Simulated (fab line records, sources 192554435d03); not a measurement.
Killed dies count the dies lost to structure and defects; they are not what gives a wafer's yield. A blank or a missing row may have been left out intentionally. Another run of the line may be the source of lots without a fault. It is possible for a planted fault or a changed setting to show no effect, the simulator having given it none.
2 desks looking at one fault | flow n5Finfet | numbers are kept per desk, each desk with only its own; the story behind them comes last
Where a reading is given only as a bound, like >300, the bound stands for it, and a mean or a difference that rests on one is marked > or <: the true number lies beyond.

TOOL OWNER'S DESK, rieDiel-04
The tool's own readings at N5_BEOL_M13_VIA_ETCH_16 (etches SiOC in C4F8/O2/Ar, target depth 921.7 nm): means of the sampled wafers that have a number, for each lot that ran on this tool. If a lot's mean is further than 4 standard deviations from the usual mean, the lot is out of limits and carries the mark OUT (the distance appears in the brackets). Only the readings that lie furthest out on some lot appear, 7 of the 8 it has.
Columns: A = C4F8_flow_sccm at N5_BEOL_M13_VIA_ETCH_16, usual 15.00 sccm; B = biasW at N5_BEOL_M13_VIA_ETCH_16, usual 699.9 W; C = chamberPressureMTorr at N5_BEOL_M13_VIA_ETCH_16, usual 29.999 mTorr; D = drypumpMotorCurrentA at N5_BEOL_M13_VIA_ETCH_16, usual 5.7 A; E = oesProductAu at N5_BEOL_M13_VIA_ETCH_16, usual 0.74 a.u.; F = showerheadPlenumPTorr at N5_BEOL_M13_VIA_ETCH_16, usual 3.43 Torr; G = throttleValvePct at N5_BEOL_M13_VIA_ETCH_16, usual 24.09 %
lot  | first seen here | A     | B     | C      | D   | E    | F    | G
L437 | day 14 09:23    | 14.99 | 698.2 | 29.973 | 6.1 | 0.85 | 3.49 | 24.07
L442 | day 14 20:02    | 15.02 | 701.5 | 30.001 | 6.0 | 0.81 | 3.43 | 23.91
L444 | day 15 21:55    | 15.03 | 697.3 | 30.019 | 6.0 | 0.81 | 3.48 | 24.12
Finding of this desk: none of the 3 lots has anything out of limits.

THE DEFECT DESK
Per lot, the means of the sampled wafers with a number show what the inspections along the route counted. If a lot's mean is further than 4 standard deviations from the usual mean, the lot is out of limits and carries the mark OUT (the distance appears in the brackets).
Columns: A = rawDefectCount at N5_BEOL_M13_INSPECT_30, usual 2.2
lot  | first seen here | A
L437 | day 14 10:13    | 0.7
L442 | day 14 20:55    | >300 (+99 or more) OUT
L444 | day 15 22:45    | >300 (+99 or more) OUT
L450 | day 17 02:23    | 2.3
This desk's verdict: out of limits on L442, L444, starting with L442 at day 14 20:55 (rawDefectCount at N5_BEOL_M13_INSPECT_30). L437, L450 stayed within limits.

ALL TOGETHER
The defect desk could have raised an alarm at day 14 20:55, on L442, L444.
The tool owner's desk saw nothing out of limits.
Tool owner's desk: L442, L444 on record, inside its limits.
Of the lots named, all ran N5_BEOL_M13_VIA_ETCH_16 on rieDiel-04.

WHAT THE SIMULATOR HAD PUT IN
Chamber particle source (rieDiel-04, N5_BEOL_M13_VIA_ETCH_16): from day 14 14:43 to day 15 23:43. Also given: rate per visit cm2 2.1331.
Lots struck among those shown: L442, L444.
Hours from the fault's start to each desk's first reading out of limits: the defect desk, 6.
